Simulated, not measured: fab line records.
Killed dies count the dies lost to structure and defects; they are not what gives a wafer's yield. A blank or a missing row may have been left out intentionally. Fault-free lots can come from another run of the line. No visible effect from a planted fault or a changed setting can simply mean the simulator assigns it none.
Split-lot study | flow n5_finfet | route with 1938 steps; 7 lots, 21 wafers read

== SPLIT DETAILS ==
At N5_BEOL_M4_COAT_05 (resist thk 30 nm), the setting spin_rpm was moved away from the recipe's 1500 rpm on 9 of the 21 wafers read, by -8.7% to +9.5%. The other wafers ran this setting at the recipe's value.

== FROM THE SPLIT TO THE READING: what the file shows between them, 4 steps ==
- N5_BEOL_M4_EBR_07
- N5_BEOL_M4_SOFTBAKE_06: time 60 s
- N5_BEOL_M4_DESCUM_16: chemistry O2, time 7 s
- N5_BEOL_M4_ETCH_74: etches underlayer in N2/H2, target depth 6.5 nm, time 5.2 s

== THE READING ==
CAR-EUV_of_BEOL_M4_COAT_05.thk_nm (the simulator's own value, which no gauge read), in nm, at N5_BEOL_M4_ETCH_63 (etches SiARC in CF4, target depth 15.6 nm, time 26 s). The file gives no usual value for it. Average 11.1 nm, standard deviation 0.17 nm, over the 12 wafers here run with the recipe.

wafer  | tool, chamber at the split | spin_rpm as run, rpm | against the recipe | CAR-EUV_of_BEOL_M4_COAT_05.thk_nm, nm | against lot-mates on the recipe
L074.1 | litho_track-01, 0          | 1642                 | +9.5%              | 9.6                                   | -1.4
L074.3 | litho_track-01, 0          | 1642                 | +9.5%              | 10                                    | -1.0
L074.5 | litho_track-01, 0          | 1500                 | recipe             | 11                                    | -
L076.1 | litho_track-04, 0          | 1500                 | recipe             | 11.2                                  | -
L076.4 | litho_track-04, 0          | 1411                 | -5.9%              | 12.4                                  | +1.2
L076.5 | litho_track-04, 0          | 1411                 | -5.9%              | 12.4                                  | +1.2
L077.1 | litho_track-02, 0          | 1369                 | -8.7%              | 12.4                                  | +1.4
L077.4 | litho_track-02, 0          | 1500                 | recipe             | 11                                    | -
L077.5 | litho_track-02, 0          | 1500                 | recipe             | 11                                    | -
L080.1 | litho_track-01, 0          | 1500                 | recipe             | 11.2                                  | -
L080.2 | litho_track-01, 0          | 1500                 | recipe             | 11.2                                  | -
L080.6 | litho_track-01, 0          | 1500                 | recipe             | 11                                    | -
L082.1 | litho_track-01, 0          | 1583                 | +5.5%              | 10.2                                  | -0.9
L082.4 | litho_track-01, 0          | 1500                 | recipe             | 11.2                                  | -
L082.6 | litho_track-01, 0          | 1500                 | recipe             | 11                                    | -
L083.4 | litho_track-01, 0          | 1576                 | +5.1%              | 10.8                                  | -0.8
L083.5 | litho_track-01, 0          | 1576                 | +5.1%              | 10.4                                  | -1.2
L083.6 | litho_track-01, 0          | 1500                 | recipe             | 11.6                                  | -
L086.3 | litho_track-04, 0          | 1500                 | recipe             | 11.2                                  | -
L086.5 | litho_track-04, 0          | 1500                 | recipe             | 11.2                                  | -
L086.4 | litho_track-04, 0          | 1404                 | -6.4%              | 12.2                                  | +1.0

FIT RESULTS
A straight line over all 21 wafers: CAR-EUV_of_BEOL_M4_COAT_05.thk_nm changes by -0.154 nm for each +1% of spin_rpm; r = -0.96; the points scatter about the line by 0.2 nm.
The same after taking each lot's own level away (the mean of its wafers on the recipe; 21 wafers): -0.158 nm for each +1%; r = -0.98; scatter 0.17 nm.
According to that fit, moving spin_rpm by its largest amount changes the reading by 1.5 nm.
From 11.00 to 11.60 nm: that is the span of the lots' own levels, equal to 3.6 times the standard deviation above.
Hence the lot-to-lot level has little effect on the slope; both slopes agree.
Check: for one of the wafers moved furthest among these (+9.5%), held out of the fit, the line's prediction against its lot-mates is -1.48 nm. It came out at -1.4 nm against them.

== THE WHOLE CHAIN: every reading that the file lists as answering this split, in the file's order ==
step               | what it does                                         | reading                                                                            | change (the file's fit)               | r (the file's)
N5_BEOL_M4_COAT_05 | resist thk 30 nm                                     | CAR-EUV_of_BEOL_M4_COAT_05.thk_nm (the simulator's own value, which no gauge read) | -0.15 nm for each +1% of the setting  | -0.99
N5_BEOL_M4_ETCH_63 | etches SiARC in CF4, target depth 15.6 nm, time 26 s | CAR-EUV_of_BEOL_M4_COAT_05.thk_nm (the simulator's own value, which no gauge read) | -0.158 nm for each +1% of the setting | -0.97

== FILE'S OWN FIT ==
CAR-EUV_of_BEOL_M4_COAT_05.thk_nm changes by -0.158 nm for each +1% of spin_rpm, r = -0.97.
